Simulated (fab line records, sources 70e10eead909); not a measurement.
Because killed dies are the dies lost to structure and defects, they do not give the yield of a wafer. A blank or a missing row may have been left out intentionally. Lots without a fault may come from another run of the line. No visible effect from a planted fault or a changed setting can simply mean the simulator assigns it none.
fab line records	flow nand-harc
[record] lots = 12	wafers = 36	last-day = 33
route steps=1302 shown P_GATE@205 P_CONTACT@236 P_M0@265 END@1302
lots that met no fault: from a run of the same line without faults
start-h: hours from the record's opening day to when the first of the lot's shown wafers began	wait-h: how many hours have passed since the lot's step before this one	" as in the row above	L1.1+2: a single row standing in for several wafers	- value missing, or start not given	* or withheld: withheld	< > ~ a bound
route shown NAME@n: names a module that has steps shown in the file, with the first one's number in the route	usual: mean/standard deviation taken from wafers without a fault	same: alike in all rows	chamber/n: place in a boat	sites: per-site readings	_std_site: standard deviation of those values	_edge_site: mean of outer sites minus mean of inner sites	radius-mm: how far each site lies from the wafer's centre	mask NAME#n: copy n	behind: the last tool/chamber to shape the wafer	hold: the reason the lot was held/the length of the hold in hours/how it ended	device: transistor that didn't switch, given as n, p or np	end of line: the tests these same wafers got at the end of their route	a step with no rows: only its recipe	killed: the dies lost at the first sort to structure and to defects; this is not the yield of the wafer	map: a wafer's dies, marking killed ones x, the rest . and places with no die _
set.NAME: the setting the step ran with; set.NAME@STEP: the setting that earlier step ran with	model.NAME: the simulator's own value behind a step, which no gauge read
a sample of lots followed through the steps of the route, with each step as a table and each wafer as a row
services: the hour from which a tool's chamber was out of use, counted from the record's first day as start-h (under 0 if before that day), plus the number of hours and why
[[steps]]
[step NHARC_P_GATE_STRIP_95]
[recipe] power-w = 1500	temp-c = 250	chemistry = O2
[usual] drypump-motor-current-A = 5.6/0.38	heater-power-w = 326/15	temp-c = 249.98/0.18
lot.wafer	tool	chamber	start-h	wait-h	drypump-motor-current-A	heater-power-w	rf-hours-counter-h	temp-c
L178.2	plasma-asher-02	1	129.05	0.6	6.1	312	14	250.10
L178.4	"	0	"	"	5.2	348	-	249.93
L178.5	"	0	"	"	5.3	340	-	250.04
L180.2	plasma-asher-02	0	152.62	0.6	5.3	345	19	249.84
L180.1	"	1	"	"	6.1	307	19	250.12
L180.3	"	0	"	"	5.3	352	-	249.88
L181.2	plasma-asher-02	0	170.79	0.5	5.3	347	24	250.01
L181.4	"	1	"	"	6.1	309	-	250.02
L181.6	"	0	"	"	5.3	341	-	249.83
L182.1	plasma-asher-02	0	174.17	0.5	5.3	345	26	249.81
L182.4	"	0	"	"	5.3	353	-	250.13
L182.6	"	0	"	"	5.3	339	-	250.09
L184.2	plasma-asher-02	0	191.91	0.6	5.3	332	28	249.87
L184.3	"	1	"	"	6.1	317	-	250.02
L184.5	"	1	"	"	6.1	313	-	249.75
L186.3	plasma-asher-02	0	215.63	0.4	5.3	351	-	249.85
L186.4	"	1	"	"	6.1	308	-	249.91
L186.5	"	1	"	"	6.1	310	-	249.79
L187.1	plasma-asher-02	1	222.06	0.6	6.1	310	35	250.03
L187.2	"	0	"	"	5.3	345	35	250.21
L187.6	"	1	"	"	6.1	306	-	250.10
L188.2	plasma-asher-02	0	229.20	0.6	5.3	351	37	250.05
L188.3	"	0	"	"	5.3	346	-	250.06
L188.5	"	0	"	"	5.2	353	-	250.16
L189.3	plasma-asher-01	1	258.42	0.4	5.3	315	-	249.77
L189.6	"	1	"	"	5.3	310	-	250.05
L189.5	"	0	"	"	5.4	332	-	250.03
L192.2	plasma-asher-01	1	280.44	0.5	5.3	318	23	250.45
L192.3	"	0	"	"	5.4	328	-	250.18
L192.6	"	0	"	"	5.4	332	-	250.12
L193.2	plasma-asher-01	1	281.99	0.5	5.3	316	24	249.79
L193.4	"	0	"	"	5.4	332	-	249.87
L193.5	"	1	"	"	5.3	316	-	249.71
L199.3	plasma-asher-02	1	344.45	0.3	6.1	317	-	249.69
L199.6	"	0	"	"	5.3	331	-	249.67
L199.5	"	1	"	"	6.1	313	-	249.86
[step NHARC_P_CONTACT_ETCH_35]
[recipe] target-depth-a = 390	over-etch-frac = 0.3	time-s = 65	ion-energy-ev = 80	cf4-flow-sccm = 150	ar-flow-sccm = 0	rf-w = 300	bias-w = 100	chemistry = CF4
[usual] drypump-motor-current-A = 5.53/0.26	oes-product-au = 1.000/0.012	rf-vpp-V = 151.4/1.4	showerhead-plenum-p-Torr = 1.78/0.079	throttle-valve-pct = 13.284/0.0093
[same] over-etch-frac = 0.3
lot.wafer	tool	chamber	start-h	wait-h	drypump-motor-current-A	oes-product-au	rf-hours-counter-h	rf-vpp-V	showerhead-plenum-p-Torr	throttle-valve-pct
L178.4	rie-diel-08	1	132.75	0.1	5.81	1.002	4.9	152.1	1.89	13.294
L178.2	"	3	"	"	4.96	1.008	4.5	150.4	1.75	13.281
L178.5	"	0	"	"	5.50	1.016	-	149.4	1.71	13.273
L180.1	rie-diel-08	3	156.19	0.1	4.95	1.010	6.2	150.2	1.75	13.293
L180.3	"	1	"	"	5.81	1.010	6.3	152.1	1.89	13.285
L180.2	"	2	"	"	5.50	1.010	6.1	153.6	1.89	13.289
L181.4	rie-diel-12	3	174.51	0.1	5.69	0.997	2.0	151.0	1.81	13.290
L181.2	"	1	"	"	5.63	0.991	2.1	150.9	1.74	13.297
L181.6	"	3	"	"	5.70	0.989	-	151.4	1.81	13.301
L182.4	rie-diel-10	3	177.75	0.1	5.59	1.025	2.2	149.3	1.69	13.269
L182.1	"	0	"	"	5.72	0.974	2.2	152.5	1.87	13.276
L182.6	"	3	"	"	5.58	0.996	-	150.1	1.69	13.297
L184.2	rie-diel-10	3	195.88	0.1	5.57	1.009	3.1	150.1	1.69	13.265
L184.3	"	1	"	"	5.50	1.001	3.0	153.5	1.88	13.298
L184.5	"	0	"	"	5.71	0.984	-	153.7	1.87	13.292
L186.4	rie-diel-08	3	219.56	0.1	4.97	1.001	0.9	149.0	1.75	13.272
L186.3	"	0	"	"	5.51	1.016	1.0	151.4	1.71	13.284
L186.5	"	2	"	"	5.50	1.007	-	152.3	1.89	13.272
L187.1	rie-diel-08	3	225.65	0.1	4.96	0.992	1.3	151.5	1.75	13.291
L187.2	"	1	"	"	5.83	1.000	1.5	153.4	1.89	13.287
L187.6	"	2	"	"	5.48	1.015	-	152.4	1.89	13.262
L188.2	rie-diel-12	1	233.33	0.1	5.67	0.978	4.2	151.3	1.74	13.288
L188.3	"	2	"	"	5.69	1.001	4.0	148.5	1.67	13.278
L188.5	"	2	"	"	5.70	0.997	-	151.6	1.67	13.274
L189.3	rie-diel-08	3	262.32	0.1	4.95	1.010	2.9	151.7	1.75	13.295
L189.6	"	1	"	"	5.81	1.001	-	152.1	1.89	13.285
L189.5	"	2	"	"	5.45	1.009	-	150.7	1.89	13.270
L192.3	rie-diel-10	0	284.14	0.1	5.70	1.001	0.7	152.2	1.87	13.280
L192.2	"	1	"	"	5.52	1.011	0.6	153.5	1.88	13.281
L192.6	"	1	"	"	5.52	1.013	-	152.4	1.88	13.278
L193.4	rie-diel-12	3	285.83	0.1	5.74	1.004	0.1	152.2	1.80	13.300
L193.2	"	2	"	"	5.72	1.001	0.1	149.3	1.67	13.293
L193.5	"	0	"	"	5.48	1.014	-	150.5	1.72	13.277
L199.3	rie-diel-08	1	348.22	0.1	5.82	0.999	7.3	153.0	1.89	13.279
L199.5	"	2	"	"	5.46	1.015	-	153.1	1.89	13.265
L199.6	"	3	"	"	4.94	0.995	-	149.9	1.75	13.299
[step NHARC_P_CONTACT_CMP_24]
[recipe] t-overpolish-s = 30	target-thk-nm = 200
[usual] motor-current-A = 12.4/1.3	overpolish-run-s = 30.000/0.0086	time-to-endpoint-s = 40.6/3
lot.wafer	tool	chamber	start-h	wait-h	motor-current-A	overpolish-run-s	time-to-endpoint-s
L178.2	cmp-04	0	135.35	0.5	9.5	29.991	40.8
L178.4	"	2	"	"	12.3	30.002	41.8
L178.5	"	0	"	"	9.5	29.993	40.1
L180.3	cmp-02	0	158.78	0.3	12.3	30.011	45.9
L180.2	"	1	"	"	12.0	29.982	44.1
L180.1	"	2	"	"	13.1	29.990	39.1
L181.4	cmp-02	0	177.19	0.4	11.7	30.002	40.3
L181.2	"	1	"	"	11.9	30.009	39.0
L181.6	"	2	"	"	13.9	29.998	37.0
L182.4	cmp-04	0	180.42	0.4	9.9	29.999	42.0
L182.1	"	1	"	"	15.6	29.995	42.2
L182.6	"	0	"	"	9.7	30.004	41.1
L184.3	cmp-02	0	198.98	0.4	11.6	29.996	41.9
L184.2	"	1	"	"	12.4	29.997	42.7
L184.5	"	1	"	"	12.5	29.994	44.3
L186.3	cmp-02	1	222.18	0.4	12.5	30.006	45.1
L186.4	"	2	"	"	13.0	29.999	41.5
L186.5	"	3	"	"	12.5	30.002	43.5
L187.1	cmp-03	0	228.28	0.5	11.9	30.005	35.0
L187.2	"	2	"	"	13.7	29.996	40.5
L187.6	"	3	"	"	13.4	29.991	37.2
L188.2	cmp-03	2	236.00	0.6	14.1	29.989	37.4
L188.3	"	3	"	"	12.9	29.995	39.8
L188.5	"	1	"	"	11.5	29.991	37.6
L189.3	cmp-02	0	264.95	0.4	11.6	30.015	42.6
L189.5	"	1	"	"	11.5	29.989	41.7
L189.6	"	2	"	"	13.3	30.002	38.9
L192.2	cmp-03	0	286.85	0.5	13.3	30.003	38.0
L192.3	"	1	"	"	12.0	30.008	40.9
L192.6	"	0	"	"	12.6	29.990	21.4
L193.4	cmp-04	2	289.00	0.5	12.5	29.998	37.2
L193.2	"	0	"	"	9.7	29.998	37.2
L193.5	"	1	"	"	16.5	29.995	36.2
L199.3	cmp-04	2	351.00	0.4	12.3	30.016	36.8
L199.5	"	3	"	"	12.8	30.009	39.3
L199.6	"	0	"	"	9.5	29.981	36.5
[step NHARC_P_M0_INSPECT_11]
[usual] raw-defect-count = 4.6/2.6
lot.wafer	tool	chamber	start-h	wait-h	raw-defect-count
L178.2	defect-inspect-01	-	136.62	0.0	3
L178.4	"	-	"	"	3
L178.5	"	-	"	"	3
L180.1	defect-inspect-02	-	160.21	0.0	3
L180.2	"	-	"	"	0
L180.3	"	-	"	"	5
L181.2	defect-inspect-02	-	178.57	0.0	4
L181.4	"	-	"	"	6
L181.6	"	-	"	"	4
L182.1	defect-inspect-01	-	181.81	0.0	5
L182.4	"	-	"	"	3
L182.6	"	-	"	"	5
L184.2	defect-inspect-02	-	200.43	0.0	9
L184.3	"	-	"	"	9
L184.5	"	-	"	"	6
L186.3	defect-inspect-02	-	225.25	0.0	5
L186.4	"	-	"	"	1
L186.5	"	-	"	"	2
L187.1	defect-inspect-02	-	229.91	0.0	5
L187.2	"	-	"	"	2
L187.6	"	-	"	"	4
L188.2	defect-inspect-01	-	237.37	0.0	8
L188.3	"	-	"	"	6
L188.5	"	-	"	"	3
L189.3	defect-inspect-01	-	266.30	0.0	4
L189.5	"	-	"	"	3
L189.6	"	-	"	"	4
L192.2	defect-inspect-01	-	288.28	0.0	7
L192.3	"	-	"	"	2
L192.6	"	-	"	"	8
L193.2	defect-inspect-01	-	290.29	0.0	6
L193.4	"	-	"	"	8
L193.5	"	-	"	"	8
L199.3	defect-inspect-02	-	352.35	0.0	0
L199.5	"	-	"	"	5
L199.6	"	-	"	"	3
[step NHARC_END_SORT_01]
[recipe] temp-c = 25
[usual] killed-at-array = 53/19	killed-at-other = 0.7/1.1	killed-at-periphery = 4.2/2.7	killed-dies = 58/18	killed-open = 3.1/1.9	killed-short = 2.5/1.6
[same] gross-dies = 677
lot.wafer	tool	chamber	start-h	wait-h	killed-at-array	killed-at-other	killed-at-periphery	killed-dies	killed-open	killed-short
L180.1	prober-01	0	596.27	2.5	40	0	4	44	4	3
L180.2	prober-01	0	597.07	2.8	51	0	1	52	3	2
L180.3	prober-01	0	597.87	3.1	49	0	5	54	4	3
L186.3	prober-02	0	664.05	3.1	38	0	8	46	2	4
L186.4	prober-02	0	664.85	3.4	51	1	1	53	1	1
L186.5	prober-02	0	665.65	3.7	38	3	8	49	3	1
L189.3	prober-01	0	700.95	3.1	51	0	7	58	7	1
L189.5	prober-01	0	702.56	3.7	49	0	1	50	0	3
L189.6	prober-01	0	703.36	4.0	45	0	3	48	4	1
// killed by level:class
L180.1 A_SLIT:chamber-film-flake=20 A_CHANNEL_HOLE_D2:chamber-film-flake=6 A_CONTACT:chamber-film-flake=3 P_GATE:geometric-particle:open=2 P_ZERO_WELL:chamber-film-flake=2 A_CHANNEL_HOLE_D1:chamber-film-flake=2 A_STAIRCASE:chamber-film-flake=2 A_BONDPAD:chamber-film-flake=2
L180.2 A_SLIT:chamber-film-flake=25 A_CHANNEL_HOLE_D2:chamber-film-flake=14 A_CONTACT:chamber-film-flake=4 P_M1:geometric-particle:open=1 A_SOURCE_PLATE:geometric-particle:short=1 A_ONON_D2:geometric-particle:open=1 A_ONON_D2:geometric-particle:short=1 A_CHANNEL_FILL_D2:geometric-particle:open=1
L180.3 A_SLIT:chamber-film-flake=25 A_CHANNEL_HOLE_D2:chamber-film-flake=10 A_BONDPAD:chamber-film-flake=5 P_ZERO_WELL:chamber-film-flake=4 P_GATE:geometric-particle:open=1 A_SOURCE_PLATE:geometric-particle:short=1 A_SOURCE_PLATE:geometric-particle:open=1 A_ONON_D1:geometric-particle:short=1
L186.3 A_CHANNEL_HOLE_D1:chamber-film-flake=18 A_STAIRCASE:chamber-film-flake=6 P_M1:chamber-film-flake=6 A_CONTACT:chamber-film-flake=3 A_ONON_D2:geometric-particle:short=2 A_CHANNEL_HOLE_D2:chamber-film-flake=2 A_DECK1_JOINT:chamber-film-flake=2 P_M0:geometric-particle:open=1
L186.4 A_CHANNEL_HOLE_D1:chamber-film-flake=34 A_CONTACT:chamber-film-flake=4 A_BONDPAD:chamber-film-flake=3 A_CHANNEL_FILL_D2:chamber-film-flake=2 A_STAIRCASE:chamber-film-flake=2 A_CHANNEL_HOLE_D2:geometric-particle:open=1 A_WL_FILL:geometric-particle:short=1 P_M1:chamber-film-flake=1
L186.5 A_CHANNEL_HOLE_D1:chamber-film-flake=26 P_M1:chamber-film-flake=6 A_STAIRCASE:chamber-film-flake=4 THIN_TSV:chamber-film-flake=3 A_M0:geometric-particle:open=2 P_CONTACT:chamber-film-flake=2 A_WL_FILL:chamber-film-flake=2 A_DECK1_JOINT:geometric-particle:short=1
L189.3 A_CHANNEL_HOLE_D2:chamber-film-flake=25 A_CHANNEL_HOLE_D1:chamber-film-flake=10 A_SLIT:chamber-film-flake=6 P_M0:geometric-particle:open=2 P_STI:chamber-film-flake=2 A_M0:geometric-particle:open=2 A_CONTACT:chamber-film-flake=2 A_M0:chamber-film-flake=2
L189.5 A_CHANNEL_HOLE_D2:chamber-film-flake=25 A_CHANNEL_HOLE_D1:chamber-film-flake=12 A_SLIT:chamber-film-flake=3 A_ONON_D1:geometric-particle:short=2 A_CONTACT:chamber-film-flake=2 A_DECK1_JOINT:geometric-particle:short=1 P_STI:chamber-film-flake=1 A_DECK1_JOINT:chamber-film-flake=1
L189.6 A_CHANNEL_HOLE_D2:chamber-film-flake=22 A_CHANNEL_HOLE_D1:chamber-film-flake=8 A_M0:chamber-film-flake=3 A_CHANNEL_FILL_D2:geometric-particle:open=2 P_STI:chamber-film-flake=2 A_STAIRCASE:chamber-film-flake=2 A_SLIT:chamber-film-flake=2 A_WL_FILL:chamber-film-flake=2
[[services]]
tool	chamber	start-h	hours	kind
rie-diel-12	0	108.99	9.0	repair
cmp-04	-	111.00	4.0	pm
cmp-03	-	114.70	68.4	repair
rie-diel-12	0	127.09	5.6	repair
cmp-02	-	134.50	4.0	pm
cmp-04	-	139.37	0.9	repair
cmp-02	-	143.19	2.0	repair
rie-diel-12	-	162.65	0.6	repair
plasma-asher-01	-	165.00	9.0	pm
rie-diel-08	-	191.12	9.0	pm
cmp-03	-	197.19	4.0	pm
cmp-04	-	209.00	4.0	pm
cmp-02	-	232.56	4.0	pm
rie-diel-10	-	242.51	9.0	pm
plasma-asher-02	-	249.00	9.0	pm
cmp-04	-	255.31	3.2	repair
plasma-asher-02	-	258.12	2.3	repair
rie-diel-12	-	268.40	9.0	pm
rie-diel-10	3	281.25	22.6	repair
cmp-04	-	307.00	4.0	pm
rie-diel-08	-	328.04	0.8	repair
cmp-02	-	330.56	4.0	pm
cmp-02	-	344.11	1.3	repair
rie-diel-08	1	350.06	6.4	repair
[[key]]
[first-sign] step = NHARC_P_CONTACT_CMP_24	reading = time-to-endpoint-s	direction = down	sigmas = 6.4	usual = *	struck = *
effect none on later readings
met-at NHARC_P_CONTACT_CMP_24
struck-lots L192
struck-wafers L192.6
tester-left-out L192
not-acting-at NHARC_P_GATE_STRIP_95,NHARC_P_CONTACT_ETCH_35,NHARC_P_M0_INSPECT_11
onset-between 236.00 286.85
[fault] kind = process-parameter-drift	tool = cmp-03	chamber = -	onset-h = 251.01	steps = NHARC_P_CONTACT_CMP_24	channel = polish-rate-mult	offset = 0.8	shape = step	end-h = 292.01	scope = struck-wafers-only
// tester-left-out: of these lots the tester's yield and bins aren't shown, on N5 and GAA mostly nor the transistor test; their killed dies are dies lost to structure and defects alone, not to doping, threshold or leakage, so they don't give the yield
